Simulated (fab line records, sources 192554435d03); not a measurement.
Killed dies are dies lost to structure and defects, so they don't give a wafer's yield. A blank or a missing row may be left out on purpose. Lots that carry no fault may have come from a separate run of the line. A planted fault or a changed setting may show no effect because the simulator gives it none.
Which of the tools did it? || flow n5_finfet || Sampling: 11 lots, 33 wafers, 3 of 1938 route steps

## WHAT THE GAUGES READ, wafer by wafer
N5_BEOL_M15_CD_MEAS_10 targets a cd of 360 nm. Usual: cd_nm at 360.2 nm, with a standard deviation of 1.4.
{"lot": "L641", "measured": "day 11 19:31", "on": "cd_sem-03", "cd_nm (nm)": "357.5 359.2 358.6", "flag": ""}
{"lot": "L640", "measured": "day 11 19:40", "on": "cd_sem-03", "cd_nm (nm)": "361.2 361.9 362.2", "flag": ""}
{"lot": "L644", "measured": "day 12 17:09", "on": "cd_sem-03", "cd_nm (nm)": "358.3 361.2 360.2", "flag": ""}
{"lot": "L650", "measured": "day 14 05:16", "on": "cd_sem-01", "cd_nm (nm)": "360.9 361.9 361.7", "flag": ""}
{"lot": "L649", "measured": "day 14 05:55", "on": "cd_sem-01", "cd_nm (nm)": "362.3 360.7 362.3", "flag": ""}
{"lot": "L651", "measured": "day 14 13:44", "on": "cd_sem-02", "cd_nm (nm)": "359.5 360.4 361.4", "flag": ""}
{"lot": "L655", "measured": "day 16 00:04", "on": "cd_sem-03", "cd_nm (nm)": "360.0 358.6 360.7", "flag": ""}
{"lot": "L656", "measured": "day 16 07:14", "on": "cd_sem-03", "cd_nm (nm)": "357.8 360.8 360.4", "flag": ""}
{"lot": "L659", "measured": "day 16 15:34", "on": "cd_sem-03", "cd_nm (nm)": "358.2 358.6 357.3", "flag": ""}
{"lot": "L658", "measured": "day 17 00:22", "on": "cd_sem-03", "cd_nm (nm)": "361.8 361.5 362.1", "flag": ""}
{"lot": "L661", "measured": "day 17 00:31", "on": "cd_sem-01", "cd_nm (nm)": "359.5 360.9 359.2", "flag": ""}

## WHAT TOOL EACH LOT RAN ON (gives the tool, then ch and the chambers of the sampled wafers, and finally the start)
{"lot": "L641", "N5_BEOL_M14_ANNEAL_48": "rtp_anneal-01 ch 0, day 11 18:04", "N5_BEOL_M15_COAT_04": "litho_track-04 ch 0, day 11 19:08"}
{"lot": "L640", "N5_BEOL_M14_ANNEAL_48": "rtp_anneal-01 ch 0, day 11 18:20", "N5_BEOL_M15_COAT_04": "litho_track-01 ch 0, day 11 19:24"}
{"lot": "L644", "N5_BEOL_M14_ANNEAL_48": "rtp_anneal-02 ch 0, day 12 15:41", "N5_BEOL_M15_COAT_04": "litho_track-02 ch 0, day 12 16:46"}
{"lot": "L650", "N5_BEOL_M14_ANNEAL_48": "rtp_anneal-02 ch 0, day 14 03:55", "N5_BEOL_M15_COAT_04": "litho_track-04 ch 0, day 14 04:59"}
{"lot": "L649", "N5_BEOL_M14_ANNEAL_48": "rtp_anneal-02 ch 0, day 14 04:30", "N5_BEOL_M15_COAT_04": "litho_track-04 ch 0, day 14 05:31"}
{"lot": "L651", "N5_BEOL_M14_ANNEAL_48": "rtp_anneal-01 ch 0, day 14 12:25", "N5_BEOL_M15_COAT_04": "litho_track-04 ch 0, day 14 13:28"}
{"lot": "L655", "N5_BEOL_M14_ANNEAL_48": "rtp_anneal-01 ch 0, day 15 22:43", "N5_BEOL_M15_COAT_04": "litho_track-01 ch 0, day 15 23:47"}
{"lot": "L656", "N5_BEOL_M14_ANNEAL_48": "rtp_anneal-02 ch 0, day 16 05:46", "N5_BEOL_M15_COAT_04": "litho_track-02 ch 0, day 16 06:50"}
{"lot": "L659", "N5_BEOL_M14_ANNEAL_48": "rtp_anneal-02 ch 0, day 16 14:14", "N5_BEOL_M15_COAT_04": "litho_track-01 ch 0, day 16 15:18"}
{"lot": "L658", "N5_BEOL_M14_ANNEAL_48": "rtp_anneal-02 ch 0, day 16 23:00", "N5_BEOL_M15_COAT_04": "litho_track-02 ch 0, day 17 00:05"}
{"lot": "L661", "N5_BEOL_M14_ANNEAL_48": "rtp_anneal-01 ch 0, day 16 23:10", "N5_BEOL_M15_COAT_04": "litho_track-01 ch 0, day 17 00:15"}
- N5_BEOL_M14_ANNEAL_48: time 90 s.
- N5_BEOL_M15_COAT_04: resist thk 800 nm.

## WHAT THE TOOLS THEMSELVES READ (means of the sampled wafers that have a number; where no wafer has one, the mark that the record gives instead)
N5_BEOL_M14_ANNEAL_48. Usual: anneal_temp_c 225.01 C, standard deviation 0.19; wafer_temp_C_max 226.1, standard deviation 0.36.
{"lot": "L641", "tool": "rtp_anneal-01", "anneal_temp_c (C)": 225.01, "wafer_temp_C_max": 226.1, "flag": ""}
{"lot": "L640", "tool": "rtp_anneal-01", "anneal_temp_c (C)": 225.14, "wafer_temp_C_max": 226.0, "flag": ""}
{"lot": "L644", "tool": "rtp_anneal-02", "anneal_temp_c (C)": 225.03, "wafer_temp_C_max": 226.0, "flag": ""}
{"lot": "L650", "tool": "rtp_anneal-02", "anneal_temp_c (C)": 225.02, "wafer_temp_C_max": 226.2, "flag": ""}
{"lot": "L649", "tool": "rtp_anneal-02", "anneal_temp_c (C)": 224.90, "wafer_temp_C_max": 226.2, "flag": ""}
{"lot": "L651", "tool": "rtp_anneal-01", "anneal_temp_c (C)": 225.16, "wafer_temp_C_max": 225.9, "flag": ""}
{"lot": "L655", "tool": "rtp_anneal-01", "anneal_temp_c (C)": 224.82, "wafer_temp_C_max": 225.7, "flag": ""}
{"lot": "L656", "tool": "rtp_anneal-02", "anneal_temp_c (C)": 224.91, "wafer_temp_C_max": 226.6, "flag": ""}
{"lot": "L659", "tool": "rtp_anneal-02", "anneal_temp_c (C)": 225.03, "wafer_temp_C_max": 226.5, "flag": ""}
{"lot": "L658", "tool": "rtp_anneal-02", "anneal_temp_c (C)": 224.98, "wafer_temp_C_max": 226.4, "flag": ""}
{"lot": "L661", "tool": "rtp_anneal-01", "anneal_temp_c (C)": 224.93, "wafer_temp_C_max": 225.9, "flag": ""}

N5_BEOL_M15_COAT_04. Usual: spin_speed_rpm at 1703.9 rpm, with a standard deviation of 1.
{"lot": "L641", "tool": "litho_track-04", "spin_speed_rpm (rpm)": 1704.6, "flag": ""}
{"lot": "L640", "tool": "litho_track-01", "spin_speed_rpm (rpm)": 1704.8, "flag": ""}
{"lot": "L644", "tool": "litho_track-02", "spin_speed_rpm (rpm)": 1703.1, "flag": ""}
{"lot": "L650", "tool": "litho_track-04", "spin_speed_rpm (rpm)": 1704.6, "flag": ""}
{"lot": "L649", "tool": "litho_track-04", "spin_speed_rpm (rpm)": 1837.1, "flag": "OFF"}
{"lot": "L651", "tool": "litho_track-04", "spin_speed_rpm (rpm)": 1837.9, "flag": "OFF"}
{"lot": "L655", "tool": "litho_track-01", "spin_speed_rpm (rpm)": 1702.7, "flag": ""}
{"lot": "L656", "tool": "litho_track-02", "spin_speed_rpm (rpm)": 1703.4, "flag": ""}
{"lot": "L659", "tool": "litho_track-01", "spin_speed_rpm (rpm)": 1701.6, "flag": ""}
{"lot": "L658", "tool": "litho_track-02", "spin_speed_rpm (rpm)": 1703.4, "flag": ""}
{"lot": "L661", "tool": "litho_track-01", "spin_speed_rpm (rpm)": 1702.6, "flag": ""}

## THE ANSWER, worked out from the rows above alone
Rule: take the mean of a lot's wafers that have a number; if it is more than 3 standard deviations from the usual mean, the lot is off. Also off: a lot with no number at a reading for which 4 or more lots have one. Any other lot the step has rows for is counted as sound. After the gauges, taken in route order, come the tools' own readings; for these a lot's mean is taken, as printed above. The first step at which some lot is off is used, and at that step the reading that is off furthest; a lot without a number counts as furthest.
Off at N5_BEOL_M15_COAT_04 (spin_speed_rpm): L649, L651.
If a tool, at that step or one of the process steps before it, ran each lot that is off and ran no sound lot following the first of them, it fits. One candidate fits, namely litho_track-04 at N5_BEOL_M15_COAT_04. Its last sound lot is L650 (day 14 04:59), its first lot that is off L649 (day 14 05:31): a fault that began between those two fits.
The tool's own readings at N5_BEOL_M15_COAT_04 bear it out: on the lots that are off they differ by more than 5 times the standard deviation of the sound lots' means. spin_speed_rpm reads 1837.5 rpm there against 1703.4 rpm on the sound lots.

## WHAT THE SIMULATOR HAD PUT IN
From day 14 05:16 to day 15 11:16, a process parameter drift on litho_track-04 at N5_BEOL_M15_COAT_04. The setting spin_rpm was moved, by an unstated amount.
Shown lots that were struck: L649, L651. The rule given above showed the same thing.
